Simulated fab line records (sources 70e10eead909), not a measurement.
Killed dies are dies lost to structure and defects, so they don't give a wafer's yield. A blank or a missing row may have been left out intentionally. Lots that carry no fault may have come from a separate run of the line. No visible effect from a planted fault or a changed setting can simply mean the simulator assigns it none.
Code-filled problem report in 8D (eight disciplines) form	flow nandHarc	the parts of the form that need people (team, actions taken, sign-off) are left out

1. PROBLEM STATEMENT
Wafers without a fault read 449.0 W, standard deviation 1.3; rfFwdPowerW at NHARC_A_BONDPAD_DEP_00 reads a mean of 268.1 W on 3 wafers belonging to 2 lots. That is -99 or more standard deviations from the usual mean.
The step: deposits SiCN, target thk 250 nm.
The first sign was on wafer L946.4 at day 29 08:59, on pecvd-02. At this step, 39 wafers from 13 lots have a number in the record. By rule, "out" or "out of limits" means more than 4 standard deviations away from the usual mean. The other wafers with a number count as sound.

2. WHAT IT IS AND WHAT IT IS NOT
question	is	is not
which readings at this step	rfFwdPowerW	heaterPowerW
which lots	L946, L948	L932, L933, L935, L936, L938, L940, L942, L952, L953, L954, L955
which wafers of those lots	L946.4, L948.2, L948.5	L946.1, L946.3, L948.4
read on which tools	pecvd-02	pecvd-03, pecvd-04
when	from day 29 08:59	up to then (23 sound wafers); but 13 sound wafers of L948, L952, L953, L954, L955 came after

3. THE SUSPECTS, EACH WITH WHAT RULES IT OUT
Counting: any tool at a process step up to the reading remains a suspect provided it ran every lot that is out. Sound lots after the first of them don't rule it out here, since some wafers of a struck lot are sound.
- cmp-01 at NHARC_A_M1_CMP_23 (polishes, t overpolish 20 s, target thk 154.34 nm): kept. Every lot that is out went through it, the first being L946 (day 29 07:40); the last sound lot it ran before that was L940 (day 26 06:44).
- pecvd-02 at NHARC_A_BONDPAD_DEP_00 (deposits SiCN, target thk 250 nm): kept. Every lot that is out went through it, the first being L946 (day 29 08:59); the last sound lot it ran before that was L942 (day 26 23:24). Its own readings are out on those wafers: rfFwdPowerW.
- Within cmp-01 at NHARC_A_M1_CMP_23: the wafers that are out ran in chambers 0, 1; their sound lot-mates ran in chambers 2, 3.
- In pecvd-02 at NHARC_A_BONDPAD_DEP_00, the wafers that are out were processed in chamber 1 and their sound lot-mates in chambers 0, 2.
Left after counting: cmp-01 at NHARC_A_M1_CMP_23, pecvd-02 at NHARC_A_BONDPAD_DEP_00.

4. THE CAUSE (what the simulator had put in)
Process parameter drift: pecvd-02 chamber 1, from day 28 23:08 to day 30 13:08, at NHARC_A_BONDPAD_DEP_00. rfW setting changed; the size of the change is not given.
2 suspects survive the count, and this tool is in that group.

5. SEQUENCE OF EFFECTS, ordered by route
Rows list readings where the struck wafers' mean (over those with a number) sits beyond 3 standard deviations from the usual. Only readings for which the record gives a usual standard deviation are gone through. hours: the time from each lot's start at the first step in this table that gives one to its start at this step, as a median over the lots. sigmas: the change in usual standard deviations.
hours	step	reading	usual	on struck wafers	change	sigmas
0	NHARC_A_BONDPAD_DEP_00	rfFwdPowerW	449.0 W	268.1	-180.9	-99 or more
0	NHARC_A_BONDPAD_DEP_00	showerheadVppV	1314 V	1010	-304	-3.7
The process steps in it:
- NHARC_A_BONDPAD_DEP_00: deposits SiCN, target thk 250 nm.
Later measuring or inspecting steps at which every struck wafer that the step has a row for has a number for every such reading, and none has moved that far: NHARC_A_BONDPAD_CD_MEAS_09, NHARC_END_SORT_01.

6. WHAT WOULD HAVE CAUGHT IT SOONER
10 hours passed between the start of the fault at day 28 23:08 and the first reading out of limits in this record, taken at day 29 08:59.
